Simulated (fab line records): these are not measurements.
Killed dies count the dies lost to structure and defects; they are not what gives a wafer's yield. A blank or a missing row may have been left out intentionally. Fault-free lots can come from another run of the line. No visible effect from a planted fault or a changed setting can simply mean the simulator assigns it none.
Which of the tools did it? || flow n5_finfet || 12 lots with 36 wafers sampled at 2 steps, on a route of 1938 steps

WHAT EACH GAUGE READ, for each wafer
N5_BEOL_M4_OVL_MEAS_12.
{"lot": "L075", "measured": "day 8 06:04", "on": "overlay-02", "M4_OVL (nm)": "-1.0 -0.2 -0.3"}
{"lot": "L077", "measured": "day 8 13:48", "on": "overlay-02", "M4_OVL (nm)": "-0.8 -0.4 -0.1"}
{"lot": "L079", "measured": "day 9 02:54", "on": "overlay-01", "M4_OVL (nm)": "-0.7 0.2 0.7"}
{"lot": "L080", "measured": "day 9 22:26", "on": "overlay-02", "M4_OVL (nm)": "-0.1 -0.2 0.3"}
{"lot": "L085", "measured": "day 10 05:49", "on": "overlay-01", "M4_OVL (nm)": "0.6 0.8 0.0"}
{"lot": "L083", "measured": "day 10 06:35", "on": "overlay-02", "M4_OVL (nm)": "-0.8 -0.9 -0.6"}
{"lot": "L089", "measured": "day 11 21:45", "on": "overlay-01", "M4_OVL (nm)": "0.8 -0.1 -0.9"}
{"lot": "L090", "measured": "day 11 23:06", "on": "overlay-02", "M4_OVL (nm)": "-2.0 0.7 -0.2"}
{"lot": "L091", "measured": "day 12 04:25", "on": "overlay-02", "M4_OVL (nm)": "-0.3 -0.2 -0.2"}
{"lot": "L093", "measured": "day 12 12:31", "on": "overlay-01", "M4_OVL (nm)": "0.1 -1.2 -0.6"}
{"lot": "L095", "measured": "day 13 02:34", "on": "overlay-01", "M4_OVL (nm)": "-0.2 -0.8 -0.5"}
{"lot": "L097", "measured": "day 15 12:54", "on": "overlay-01", "M4_OVL (nm)": "0.7 -0.9 0.5"}

WHICH TOOL RAN EACH LOT (tool, then ch and the chambers of the sampled wafers, then the start)
{"lot": "L075", "N5_BEOL_M3_DEP_57": "pecvd-01 ch 0,1, day 8 04:58"}
{"lot": "L077", "N5_BEOL_M3_DEP_57": "pecvd-04 ch 0,1, day 8 11:32"}
{"lot": "L079", "N5_BEOL_M3_DEP_57": "pecvd-04 ch 1,2, day 9 00:50"}
{"lot": "L080", "N5_BEOL_M3_DEP_57": "pecvd-04 ch 0,1,2, day 9 21:14"}
{"lot": "L085", "N5_BEOL_M3_DEP_57": "pecvd-01 ch 1,2, day 10 02:58"}
{"lot": "L083", "N5_BEOL_M3_DEP_57": "pecvd-03 ch 0,1, day 10 03:36"}
{"lot": "L089", "N5_BEOL_M3_DEP_57": "pecvd-01 ch 0,2, day 11 19:25"}
{"lot": "L090", "N5_BEOL_M3_DEP_57": "pecvd-03 ch 0,1,2, day 11 21:44"}
{"lot": "L091", "N5_BEOL_M3_DEP_57": "pecvd-04 ch 1,2, day 12 03:04"}
{"lot": "L093", "N5_BEOL_M3_DEP_57": "pecvd-03 ch 0,1,2, day 12 09:41"}
{"lot": "L095", "N5_BEOL_M3_DEP_57": "pecvd-04 ch 0,1,2, day 12 22:34"}
{"lot": "L097", "N5_BEOL_M3_DEP_57": "pecvd-01 ch 0,1,2, day 15 12:02"}
- N5_BEOL_M3_DEP_57: deposits SiCN from 3MS/NH3, target thk 8 nm, time 14 s.

THE ANSWER, worked out from the rows above alone
Rule: the lots themselves supply what counts as usual. The widest of any qualifying gaps counts: lots, ordered by their means at a reading, are off when they make up no more than a third of the lots, leave a main group of 4 or more, and stand apart from it by 3 or more times the standard deviation of that group's means. Not used: any main group whose means are identical at the precision the tables above print for the reading. Also off: a lot with no number at a reading for which 4 or more lots have one. Where the step has rows for the other lots, those lots are counted as sound.
None of the lots is off at any reading shown; this tells nothing.

WHAT WAS PUT IN BY THE SIMULATOR
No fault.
